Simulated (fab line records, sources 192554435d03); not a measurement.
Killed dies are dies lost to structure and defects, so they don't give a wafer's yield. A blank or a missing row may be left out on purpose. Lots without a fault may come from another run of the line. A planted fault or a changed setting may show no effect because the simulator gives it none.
Chamber matching | flow n5_finfet | N5_PMOS_HMC_CHANNEL_EPI_ETCH_32 on rie_diel-03: 4 sister chambers
The step etches BARC in N2/H2, stops on SiO2, target depth 85.8 nm, time 50.3 s. 8 wafers are shown with their chamber, then 8 later ones without.

WAFERS WITH THEIR CHAMBER
wafer  | chamber | drypump_motor_current_A (A) | showerhead_plenum_p_Torr (Torr)
L085.2 | 3       | 5.45                        | 2.49
L085.3 | 0       | 5.63                        | 2.62
L092.1 | 2       | 5.72                        | 2.70
L092.5 | 1       | 6.30                        | 2.65
L093.2 | 2       | 5.73                        | 2.70
L093.4 | 3       | 5.46                        | 2.48
L093.5 | 1       | 6.31                        | 2.65
L094.1 | 0       | 5.62                        | 2.62

WAFERS WITHOUT THEIR CHAMBER
wafer  | drypump_motor_current_A (A) | showerhead_plenum_p_Torr (Torr)
L094.2 | 5.46                        | 2.48
L094.3 | 6.33                        | 2.65
L094.4 | 5.72                        | 2.70
L094.5 | 5.62                        | 2.62
L094.6 | 6.34                        | 2.65
L095.2 | 6.31                        | 2.65
L095.3 | 5.73                        | 2.70
L095.5 | 5.63                        | 2.62

WHICH CHAMBER EACH WENT THROUGH
wafer  | from the rows above | in truth
L094.2 | 3                   | 3
L094.3 | 1                   | 1
L094.4 | 2                   | 2
L094.5 | 0                   | 0
L094.6 | 1                   | 1
L095.2 | 1                   | 1
L095.3 | 2                   | 2
L095.5 | 0                   | 0
Placed correctly: 8 of 8. Can't be placed from these rows: 0. Placed wrongly: 0.
How it was worked out, from the rows above alone: a wafer's distance from a chamber is the root of the sum, over the readings, of the square of ((its reading less the chamber's mean) divided by the reading's scatter). The wafer belongs to the nearest chamber; if the next one is less than 2 further off, it can't be placed. A chamber's mean is the mean of its shown wafers. The scatter: the root of (the sum of the squares of (reading less its chamber's mean) over the shown wafers, divided by (wafers less chambers)).
